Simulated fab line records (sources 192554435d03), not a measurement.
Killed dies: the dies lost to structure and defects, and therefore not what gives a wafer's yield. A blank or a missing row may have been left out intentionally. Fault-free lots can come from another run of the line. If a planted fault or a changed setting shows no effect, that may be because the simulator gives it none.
Code-filled problem report in 8D (eight disciplines) form + flow n5Finfet + the parts of the form that need people (team, actions taken, sign-off) are left out

== 1. PROBLEM STATEMENT ==
A mean of 15.0 is read at N5_PASSIVATION_PROBE_49 for killedAtOther, taken on 1 wafer of 1 lot, against 3.1 (standard deviation 2.9) on wafers free of any fault. That is +4.1 standard deviations from the usual mean.
First seen on wafer L128.2, day 14 12:52, on prober-02. At this step, 9 wafers from 3 lots have a number in the record. Rule for "out", or "out of limits": more than 4 standard deviations from the usual mean. Any other wafer with a number is counted as sound.

== 2. WHAT THIS IS AND IS NOT ==
| question                    | is                | is not                                                                                                       |
|-----------------------------|-------------------|--------------------------------------------------------------------------------------------------------------|
| which readings at this step | killedAtOther     | killed_at_M0_to_M3, killed_at_M4_up, killedAtContacts, killedAtFrontEnd, killedDies, killedOpen, killedShort |
| which lots                  | L128              | L138, L140                                                                                                   |
| which wafers of those lots  | L128.2            | L128.1, L128.3                                                                                               |
| read on which tools         | prober-02         | prober-01                                                                                                    |
| when                        | from day 14 12:52 | up to then (1 sound wafer); but 7 sound wafers of L128, L138, L140 came after                                |

== 3. THE SUSPECTS, EACH WITH WHAT RULES IT OUT ==
Counting: if a tool at a process step up to the reading ran every lot that is out, it stays a suspect. Sound lots after the first of them don't rule it out here, since some wafers of a struck lot are sound.
- rieDiel-01 at N5_HKMG_FIN_STRIP_34 (strips in CF4): kept. It ran the lot that is out, L128 (day 6 16:52).
- plasmaAsher-01 at N5_HKMG_FIN_STRIP_19 (strips in N2/H2, time 360 s): kept. It ran the lot that is out, L128 (day 6 17:13).
- aldMetal-02 at N5_HKMG_FIN_ALD_91 (deposits TiN, target thk 1 nm, pulse time 1 s, purge time 3 s): kept. It ran the lot that is out, L128 (day 6 17:36).
- rieDiel-01 at N5_HKMG_FIN_ETCH_86 (etches SOC in N2/H2, stops on TiN, target depth 393.2 nm): kept. It ran the lot that is out, L128 (day 6 17:56).
- plasmaAsher-02 at N5_HKMG_FIN_STRIP_88 (strips in N2/H2, time 360 s): kept. It ran the lot that is out, L128 (day 6 18:11).
- aldMetal-03 at N5_HKMG_FIN_NWFM_ALD_20 (deposits TiAlC, target thk 2 nm, pulse time 3 s, purge time 2 s): kept. It ran the lot that is out, L128 (day 6 18:34).
- prober-02 at N5_PASSIVATION_PROBE_49: kept. It ran the lot that is out, L128 (day 14 12:49). On those wafers its own readings are out: killedAtOther.
- In rieDiel-01 at N5_HKMG_FIN_STRIP_34, the wafers that are out were processed in chamber 1 and their sound lot-mates in chambers 0, 3.
- The sound lot-mates ran in chamber 0 of plasmaAsher-01 at N5_HKMG_FIN_STRIP_19, but the wafers that are out ran in chamber 1.
- In aldMetal-02 at N5_HKMG_FIN_ALD_91, the wafers that are out were processed in chamber 1 and their sound lot-mates in chambers 0, 2.
- In rieDiel-01 at N5_HKMG_FIN_ETCH_86, the wafers that are out were processed in chamber 1 and their sound lot-mates in chambers 0, 2.
- The sound lot-mates ran in chamber 0 of plasmaAsher-02 at N5_HKMG_FIN_STRIP_88, but the wafers that are out ran in chamber 1.
- In aldMetal-03 at N5_HKMG_FIN_NWFM_ALD_20, the wafers that are out were processed in chamber 2 and their sound lot-mates in chambers 0, 3.
Left after counting: rieDiel-01 at N5_HKMG_FIN_STRIP_34, plasmaAsher-01 at N5_HKMG_FIN_STRIP_19, aldMetal-02 at N5_HKMG_FIN_ALD_91, rieDiel-01 at N5_HKMG_FIN_ETCH_86, plasmaAsher-02 at N5_HKMG_FIN_STRIP_88, aldMetal-03 at N5_HKMG_FIN_NWFM_ALD_20, prober-02 at N5_PASSIVATION_PROBE_49.

== 4. THE CAUSE (what the simulator had put in) ==
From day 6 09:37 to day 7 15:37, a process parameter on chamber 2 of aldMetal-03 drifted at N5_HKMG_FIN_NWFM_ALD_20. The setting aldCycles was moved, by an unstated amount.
Counting left 7 suspects, and this tool is among them.

== 5. THE CHAIN OF EFFECTS, in route order ==
One row per reading whose mean, taken over the struck wafers that have a number, lies over 3 standard deviations from the usual. Only readings whose record carries a usual standard deviation are examined. hours: median over the lots of the time between each lot's start at the first step of this table that gives one and its start at this step. sigmas: the change, counted in usual standard deviations.
| hours | step                    | reading       | usual | on struck wafers | change | sigmas |
|-------|-------------------------|---------------|-------|------------------|--------|--------|
| 0     | N5_PASSIVATION_PROBE_49 | killedAtOther | 3.1   | 15.0             | +11.9  | +4.1   |
Its process steps:
- N5_PASSIVATION_PROBE_49
Readings that are blank on the struck wafers while sound wafers have them: susceptorTempC at N5_HKMG_FIN_NWFM_ALD_20.

== 6. HOW IT WOULD HAVE BEEN CAUGHT EARLIER ==
First out-of-limits reading in this record: day 14 12:52, which is 195 hours after fault onset at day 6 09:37.
All the lots that are out (1) had begun N5_HKMG_FIN_NWFM_ALD_20 on aldMetal-03 by day 14 12:52. Holding the tool at that point would not have protected any of them.
